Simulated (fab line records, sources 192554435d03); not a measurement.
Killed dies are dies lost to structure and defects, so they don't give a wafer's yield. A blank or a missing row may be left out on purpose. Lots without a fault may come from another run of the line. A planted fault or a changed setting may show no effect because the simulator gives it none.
fab line records | flow n5_finfet
record lots=9 wafers=27 last_day=18
route steps=1938 shown SDB@375 HKMG_FIN@419 BEOL_M4@1111 PASSIVATION@1936
lots that met no fault: from a run of the same line without faults
start_h: hours from the record's first day to the start of the lot's first wafer shown | wait_h: hours since the lot's step before | " the same as in the row above | L1.1+2: a row that stands for several wafers | - no value, or no start given | * or withheld: withheld | < > ~ a bound
route shown NAME@n: a module of which the file shows steps, and the number in the route of the first | usual: mean/standard deviation of fault-free wafers | same: alike in all rows | chamber/n: place in a boat | sites: the reading at each site | _std_site: their standard deviation | _edge_site: outer sites' mean less inner sites' | radius_mm: how far each site lies from the wafer's centre | mask NAME#n: copy n | behind: the tool/chamber that last shaped the wafer | hold: why the lot was held/for how many hours/how that ended | device: the transistor (n, p or np) that didn't switch | end of line: the same wafers' tests at the end of the route | a step without rows: its recipe alone | killed: dies lost to structure and defects at the first sort, not the wafer's yield | map: a wafer's dies, x killed, . not, _ none there
set.NAME: the setting as run; set.NAME@STEP: as run at that earlier step | model.NAME: the simulator's own value behind a step, which no gauge read
steps of the route over a sample of lots; a table a step, a row a wafer
services: from which hour (start_h, from the record's first day; less than 0 if before it) a tool's chamber was out of use, for how many hours, and why
## steps
# step N5_SDB_THK_MEAS_31
# recipe reads=a-Si_of_DUMMY_GATE_CVD_03
# usual SDB_THK=64.2/1.2
# columns lot.wafer tool chamber start_h wait_h SDB_THK[nm]
L464.1 film_metro-01 - 107.54 - 63.1
L464.3 " - " " 62.9
L464.6 " - " " 63.8
L465.1 film_metro-02 - 113.96 - 63.1
L465.2 " - " " 66.4
L465.5 " - " " 65.4
L466.3 film_metro-02 - 121.96 - 63.3
L466.4 " - " " 61.2
L466.6 " - " " 62.8
L467.2 film_metro-02 - 123.49 - 63.3
L467.4 " - " " 63.6
L467.6 " - " " 64.1
L468.2 film_metro-01 - 129.45 - 64.9
L468.3 " - " " 66.4
L468.4 " - " " 66.2
L471.1 film_metro-02 - 146.93 - 63.9
L471.4 " - " " 64.3
L471.5 " - " " 63.4
L475.1 film_metro-02 - 173.07 - 63.2
L475.5 " - " " 64.3
L475.6 " - " " 64.5
L478.2 film_metro-01 - 193.28 - 65.4
L478.4 " - " " 63.4
L478.5 " - " " 63.0
L481.1 film_metro-02 - 210.92 - 64.5
L481.5 " - " " 63.3
L481.6 " - " " 63.8
# step N5_HKMG_FIN_ALD_36
# recipe material=TiN target_thk_a=10 temp_c=400 ald_precursor_family=TiCl4 ald_co_reactant=NH3 pulse_time_s=1 purge_time_s=3 co_reactant_purge_time_s=2 co_reactant_pulse_time_s=2 ald_cycles=47 pressure_torr=3
# usual heater_power_w=937/100 precursor_pulse_height_rel=0.998/0.02
# same co_reactant_purge_time_s=2
# columns lot.wafer tool chamber start_h wait_h heater_power_w precursor_pulse_height_rel
L464.1 ald_metal-03 2 111.44 0.0 923 0.974
L464.3 " 1 " " 1055 1.019
L464.6 " 2 " " 914 1.004
L465.1 ald_metal-03 3 117.77 0.0 1010 1.002
L465.2 " 2 " " 909 1.031
L465.5 " 2 " " 891 1.036
L466.3 ald_metal-03 1 125.90 0.0 1049 0.975
L466.4 " 0 " " 724 1.011
L466.6 " 0 " " 709 1.002
L467.2 ald_metal-01 0 127.31 0.0 874 1.000
L467.4 " 3 " " 852 0.990
L467.6 " 0 " " 853 1.014
L468.2 ald_metal-03 2 133.42 0.0 922 0.962
L468.3 " 3 " " 1010 1.014
L468.4 " 0 " " 725 1.012
L471.1 ald_metal-03 2 151.15 0.0 924 1.002
L471.4 " 3 " " 1008 0.998
L471.5 " 0 " " 744 0.979
L475.1 ald_metal-01 3 176.73 0.0 867 1.007
L475.5 " 3 " " 877 1.014
L475.6 " 0 " " 885 1.007
L478.2 ald_metal-04 0 197.17 0.0 844 0.990
L478.4 " 2 " " 1014 1.030
L478.5 " 3 " " 1050 0.981
L481.1 ald_metal-04 1 216.39 0.0 930 0.972
L481.5 " 1 " " 936 1.016
L481.6 " 0 " " 836 0.995
# step N5_HKMG_FIN_INSPECT_14
# recipe mode=adi inspect_instrument=macro
# usual raw_defect_count=1.9/1.4
# columns lot.wafer tool chamber start_h wait_h raw_defect_count
L464.1 defect_inspect-01 - 112.52 0.0 5
L464.3 " - " " 2
L464.6 " - " " 2
L465.1 defect_inspect-02 - 118.98 0.0 1
L465.2 " - " " 0
L465.5 " - " " 0
L466.3 defect_inspect-02 - 127.11 0.0 1
L466.4 " - " " 0
L466.6 " - " " 1
L467.2 defect_inspect-02 - 128.52 0.0 1
L467.4 " - " " 1
L467.6 " - " " 1
L468.2 defect_inspect-01 - 134.63 0.0 >300
L468.3 " - " " >300
L468.4 " - " " >300
L471.1 defect_inspect-02 - 152.36 0.0 >300
L471.4 " - " " >300
L471.5 " - " " >300
L475.1 defect_inspect-01 - 177.94 0.0 0
L475.5 " - " " 0
L475.6 " - " " 2
L478.2 defect_inspect-01 - 198.38 0.0 0
L478.4 " - " " 3
L478.5 " - " " 1
L481.1 defect_inspect-01 - 217.60 0.0 1
L481.5 " - " " 3
L481.6 " - " " 3
# step N5_HKMG_FIN_ETCH_31
# recipe chemistry=CF4 target=SiARC target_depth_a=455 mask_material=CAR-ArF time_s=75.8 ion_energy_ev=80 pressure_mtorr=40 source_w=545 bias_w=36 Ar_flow_sccm=100 cf4_flow_sccm=100 ends=cleared
# usual drypump_motor_current_A=5.8/0.46 etch_rf_on_time_s=75.0/2.6 oes_product_au=0.65/0.077 rf_vpp_V=183.4/1.1 showerhead_plenum_p_Torr=2.09/0.06 throttle_valve_pct=15.61/0.29
# columns lot.wafer tool chamber start_h wait_h drypump_motor_current_A etch_rf_on_time_s oes_product_au rf_hours_counter_h rf_vpp_V showerhead_plenum_p_Torr throttle_valve_pct
L464.1 rie_diel-05 1 113.18 0.0 6.1 72.7 0.79 19 181.8 2.11 15.19
L464.3 " 3 " " 5.6 76.3 0.58 248 185.1 2.12 15.92
L464.6 " 0 " " 5.7 74.7 0.60 - 183.4 2.04 15.83
L465.1 rie_diel-06 1 119.16 0.0 6.0 70.9 0.62 212 182.5 2.11 15.97
L465.2 " 3 " " 6.5 69.9 0.80 31 184.1 2.07 15.30
L465.5 " 3 " " 6.5 69.5 0.80 - 182.6 2.07 15.30
L466.3 rie_diel-04 3 127.22 0.0 5.4 74.1 0.81 14 184.4 2.10 15.12
L466.4 " 0 " " 5.6 75.8 0.59 221 182.9 2.04 15.55
L466.6 " 3 " " 5.4 74.1 0.80 - 184.7 2.10 15.10
L467.2 rie_diel-05 2 128.63 0.0 5.1 77.7 0.61 188 184.8 2.24 15.61
L467.4 " 1 " " 6.1 73.9 0.77 24 183.2 2.10 15.18
L467.6 " 1 " " 6.1 73.8 0.78 - 182.7 2.10 15.18
L468.2 rie_diel-06 3 134.70 0.0 6.5 70.5 0.79 38 182.8 2.07 15.28
L468.3 " 2 " " 5.4 77.2 0.61 181 183.4 2.03 15.66
L468.4 " 2 " " 5.4 76.6 0.62 - 183.1 2.03 15.66
L471.1 rie_diel-05 0 152.43 0.0 5.8 76.7 0.59 233 181.7 2.03 15.84
L471.4 " 0 " " 5.8 76.4 0.58 - 181.6 2.03 15.86
L471.5 " 2 " " 5.1 78.3 0.61 - 185.0 2.24 15.60
L475.1 rie_diel-05 2 178.78 0.0 5.1 77.5 0.60 209 186.9 2.23 15.61
L475.5 " 0 " " 5.7 76.3 0.58 - 182.5 2.03 15.86
L475.6 " 1 " " 6.1 74.1 0.74 - 182.3 2.10 15.23
L478.2 rie_diel-06 3 198.44 0.0 6.5 70.7 0.75 60 183.1 2.06 15.34
L478.4 " 1 " " 6.0 72.8 0.60 - 182.6 2.10 16.01
L478.5 " 3 " " 6.5 71.2 0.75 - 182.6 2.06 15.34
L481.1 rie_diel-04 2 217.89 0.0 5.8 77.6 0.61 196 185.0 2.20 15.75
L481.5 " 1 " " 5.2 78.7 0.60 - 183.6 2.05 15.41
L481.6 " 2 " " 5.8 78.2 0.60 - 185.5 2.20 15.74
# step N5_HKMG_FIN_ALD_71
# recipe material=TiN target_thk_a=10 temp_c=400 ald_precursor_family=TiCl4 ald_co_reactant=NH3 pulse_time_s=1 purge_time_s=3 co_reactant_purge_time_s=2 co_reactant_pulse_time_s=2 ald_cycles=47 pressure_torr=3
# usual heater_power_w=942/99 precursor_pulse_height_rel=0.999/0.019
# same co_reactant_purge_time_s=2
# columns lot.wafer tool chamber start_h wait_h heater_power_w precursor_pulse_height_rel
L464.1 ald_metal-04 3 115.19 0.0 1034 0.992
L464.3 " 0 " " 840 0.962
L464.6 " 0 " " 827 0.977
L465.1 ald_metal-03 1 121.19 0.0 1041 1.007
L465.2 " 0 " " 722 0.980
L465.5 " 3 " " 1016 0.996
L466.3 ald_metal-03 3 129.25 0.0 1024 1.009
L466.4 " 0 " " 714 1.014
L466.6 " 0 " " 743 0.955
L467.2 ald_metal-04 2 130.65 0.0 1031 0.966
L467.4 " 1 " " 944 1.042
L467.6 " 2 " " 1016 0.975
L468.2 ald_metal-03 1 136.72 0.0 1046 0.991
L468.3 " 0 " " 747 0.989
L468.4 " 2 " " 918 0.966
L471.1 ald_metal-01 3 154.84 0.0 899 0.977
L471.4 " 1 " " 867 1.010
L471.5 " 2 " " 1101 1.025
L475.1 ald_metal-01 1 180.81 0.0 854 1.002
L475.5 " 1 " " 870 1.001
L475.6 " 2 " " 1089 0.992
L478.2 ald_metal-01 2 200.56 0.0 1094 0.976
L478.4 " 3 " " 876 1.024
L478.5 " 0 " " 861 1.017
L481.1 ald_metal-01 1 219.92 0.0 836 1.030
L481.5 " 0 " " 848 1.013
L481.6 " 3 " " 865 0.999
# step N5_BEOL_M4_RC_MEAS_101
# usual DIBL_N=36.0/2.5 DIBL_P=36.7/3 IOFF_N=0.16/0.043 IOFF_P=0.21/0.049 ION_N=673/15 ION_P=461/9.8 SS_N=71.5/0.83 SS_P=73.4/0.83 VT_N=250/4 VT_P=-251/4
# columns lot.wafer tool chamber start_h wait_h DIBL_N[mV/V] DIBL_P[mV/V] IOFF_N[nA/um] IOFF_P[nA/um] ION_N[uA/um] ION_P[uA/um] SS_N[mV/dec] SS_P[mV/dec] VT_N[mV] VT_P[mV]
L464.1 prober-01 0 199.92 0.0 34.7 36.8 0.13 0.22 668 469 71.1 74.0 250 -248
L464.3 " 0 " " 39.3 41.9 0.24 0.32 697 476 72.0 74.6 244 -243
L464.6 " 0 " " 35.2 37.8 0.14 0.23 660 461 70.2 74.2 253 -248
L465.1 prober-02 0 212.67 0.0 30.3 32.5 0.10 0.14 645 441 71.2 71.8 256 -257
L465.2 " 0 " " 31.6 34.5 0.12 0.16 651 453 70.9 72.6 252 -254
L465.5 " 0 " " 36.3 39.7 0.23 0.26 681 464 73.6 73.7 244 -246
L466.3 prober-01 0 216.36 0.3 38.4 38.0 0.19 0.23 673 462 72.0 74.1 252 -251
L466.4 " 0 " " 35.0 35.9 0.13 0.19 665 456 71.3 73.1 254 -253
L466.6 " 0 " " 36.9 38.2 0.16 0.23 664 460 72.0 74.3 252 -250
L467.2 prober-01 0 218.24 0.2 39.2 43.4 0.28 0.32 689 470 72.0 75.1 242 -244
L467.4 " 0 " " 35.1 35.1 0.17 0.18 666 456 71.2 73.2 249 -254
L467.6 " 0 " " 33.3 35.7 0.13 0.17 677 463 69.9 72.6 251 -254
L468.2 prober-02 0 220.05 0.2 39.1 38.4 0.18 0.22 668 457 72.7 74.4 251 -251
L468.3 " 0 " " 37.2 37.8 0.15 0.21 665 455 71.9 73.5 251 -252
L468.4 " 0 " " 34.3 34.9 0.12 0.18 651 456 70.4 73.3 254 -255
L471.1 prober-01 0 239.40 0.0 38.9 38.3 0.19 0.23 687 462 72.6 74.1 248 -250
L471.4 " 0 " " 33.3 32.8 0.10 0.16 648 446 70.9 72.7 258 -253
L471.5 " 0 " " 36.2 35.1 0.14 0.18 654 446 72.4 73.5 253 -251
L475.1 prober-02 0 276.94 0.0 34.9 36.0 0.14 0.22 666 462 70.3 73.1 251 -247
L475.5 " 0 " " 37.1 38.8 0.17 0.26 672 469 71.8 73.2 248 -246
L475.6 " 0 " " 37.5 39.1 0.19 0.27 694 484 71.2 73.4 246 -244
L478.2 prober-01 0 296.14 0.2 37.2 38.7 0.19 0.26 677 464 71.9 73.6 248 -248
L478.4 " 0 " " 33.4 33.9 0.13 0.19 662 463 70.9 72.9 253 -250
L478.5 " 0 " " 34.2 34.3 0.15 0.20 682 472 71.5 72.6 246 -249
L481.1 prober-01 0 325.33 0.0 35.6 36.6 0.14 0.17 672 454 71.1 72.9 252 -256
L481.5 " 0 " " 37.2 38.3 0.17 0.19 683 463 71.8 73.6 251 -254
L481.6 " 0 " " 35.3 36.1 0.13 0.16 650 445 70.9 73.2 254 -258
# step N5_PASSIVATION_PROBE_49
# usual defect_limited_yield=91.1/1.5 killed_at_M0_to_M3=37/11 killed_at_M4_up=13/5.6 killed_at_contacts=12/5.6 killed_at_front_end=39/11 killed_at_other=4/3.1 killed_dies=105/18 killed_on_rim=14/3.8 killed_open=69/13 killed_short=35/7.4 sort_bin_4_leakage=0.00/0.022 sort_bin_5_function=5.1/0.92 sort_bin_6_memory=3.4/0.76 sort_bin_8_speed=0.02/0.11 sort_n_pass=1075/18 sort_yield_pct=91.1/1.5
# same gross_dies=1180 killed_at_back_side=0
# columns lot.wafer tool chamber start_h wait_h defect_limited_yield[%] killed_at_M0_to_M3 killed_at_M4_up killed_at_contacts killed_at_front_end killed_at_other killed_dies killed_on_rim killed_open killed_short sort_bin_4_leakage[%] sort_bin_5_function[%] sort_bin_6_memory[%] sort_bin_8_speed[%] sort_n_pass sort_yield_pct[%]
L468.2 prober-02 - 326.44 0.1 82.0 31 19 13 143 6 212 33 65 35 0 11.6 3.6 0 968 82.0
L468.3 prober-02 - 326.49 0.1 84.3 52 13 16 93 11 185 35 99 30 0 9.3 4.8 0 995 84.3
L468.4 prober-02 - 326.54 0.2 81.5 38 16 12 148 4 218 14 67 36 0 12.3 4.2 0 962 81.5
L471.1 prober-01 - 354.93 0.0 83.1 28 16 8 141 7 200 28 61 35 0 11.4 3.4 0 980 83.1
L471.4 prober-01 - 355.08 0.2 89.3 23 11 10 78 4 126 29 43 32 0 6.1 2.7 0.17 1052 89.2
L471.5 prober-01 - 355.13 0.2 83.6 17 14 13 147 3 194 8 47 20 0 10.2 4.2 0 986 83.6
# killed by level:class
L468.2 HKMG_FIN:unspecified=104 BEOL_M2:geometric_particle:open=10 FIN_SAQP:geometric_particle:short=9 STI_FIN_REVEAL:geometric_particle:open=9 MOL_CONTACT_COAG:geometric_particle:open=9 BEOL_M3:geometric_particle:open=7 HKMG_FIN:area_etch=6 BEOL_M0_SAQP:geometric_particle:short=5
L468.3 HKMG_FIN:unspecified=55 BEOL_M3:geometric_particle:open=17 BEOL_M0_SAQP:geometric_particle:open=17 MOL_CONTACT_COAG:geometric_particle:open=15 BEOL_M4:geometric_particle:open=8 FIN_SAQP:geometric_particle:open=7 STI_FIN_REVEAL:geometric_particle:open=7 BEOL_M1:geometric_particle:open=6
L468.4 HKMG_FIN:unspecified=113 BEOL_M3:geometric_particle:open=12 BEOL_M4:geometric_particle:open=8 MOL_CONTACT_COAG:geometric_particle:open=7 BEOL_M0_SAQP:geometric_particle:open=7 FIN_SAQP:geometric_particle:short=5 BEOL_M1:geometric_particle:open=5 MOL_CONTACT_COAG:geometric_particle:short=5
L471.1 HKMG_FIN:unspecified=104 FIN_SAQP:geometric_particle:short=9 FIN_SAQP:geometric_particle:open=9 BEOL_M4:geometric_particle:open=9 BEOL_M0_SAQP:geometric_particle:open=6 BEOL_M0_SAQP:geometric_particle:short=6 BEOL_M3:geometric_particle:open=5 STARTING-WAFER:geometric_particle:open=5
L471.4 HKMG_FIN:unspecified=51 MOL_CONTACT_COAG:geometric_particle:open=7 BEOL_M0_SAQP:geometric_particle:open=5 FIN_SAQP:geometric_particle:short=4 BEOL_M0_SAQP:geometric_particle:short=4 BEOL_M1:geometric_particle:open=4 FIN_SAQP:geometric_particle:open=3 DUMMY_GATE:geometric_particle:open=3
L471.5 HKMG_FIN:unspecified=127 MOL_CONTACT_COAG:geometric_particle:open=11 BEOL_M4:geometric_particle:open=6 BEOL_M1:geometric_particle:open=6 STI_FIN_REVEAL:geometric_particle:open=5 BEOL_M0_SAQP:geometric_particle:short=4 FIN_SAQP:geometric_particle:open=3 BEOL_M3:geometric_particle:open=3
## services
# columns tool chamber start_h hours kind
rie_diel-05 2 90.55 4.2 repair
ald_metal-04 2 99.21 25.3 repair
rie_diel-06 0 107.86 29.5 repair
rie_diel-05 2 112.56 7.4 repair
ald_metal-01 2 118.96 10.5 repair
ald_metal-04 - 124.50 0.8 repair
rie_diel-04 2 130.36 10.1 repair
rie_diel-05 3 134.08 65.0 repair
ald_metal-01 - 161.44 8.7 pm
rie_diel-05 1 183.09 9.7 repair
rie_diel-06 0 194.55 - clean
ald_metal-03 - 195.59 0.6 repair
ald_metal-04 - 197.69 0.3 repair
rie_diel-05 0 199.06 - clean
rie_diel-05 0 199.06 - consumable_replace:focus_ring
rie_diel-05 0 199.06 - consumable_replace:showerhead
rie_diel-05 0 199.06 18.2 scheduled_down
rie_diel-05 0 199.06 18.2 vent_cycle
ald_metal-03 - 203.08 0.5 repair
rie_diel-05 3 209.61 4.5 repair
rie_diel-05 3 217.52 - clean
rie_diel-05 3 217.52 - consumable_replace:focus_ring
rie_diel-05 3 217.52 14.1 scheduled_down
rie_diel-05 3 217.52 14.1 vent_cycle
## key
first_sign step=N5_HKMG_FIN_INSPECT_14 reading=raw_defect_count direction=up sigmas=99+ usual=1.9 struck=>300
effect step=N5_PASSIVATION_PROBE_49 reading=killed_at_front_end direction=up sigmas=7.8 usual=39 struck=125
more_kills_born_at N5_HKMG_FIN_ALD_36@ald_metal-03=554
met_at N5_HKMG_FIN_ALD_36
struck_lots L468,L471
not_acting_at N5_SDB_THK_MEAS_31,N5_HKMG_FIN_ETCH_31,N5_HKMG_FIN_ALD_71
onset_between 125.90 133.42
fault kind=chamber_particle_source tool=ald_metal-03 chamber=- onset_h=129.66 steps=N5_HKMG_FIN_ALD_36 rate_per_visit_cm2=0.85469 end_h=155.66
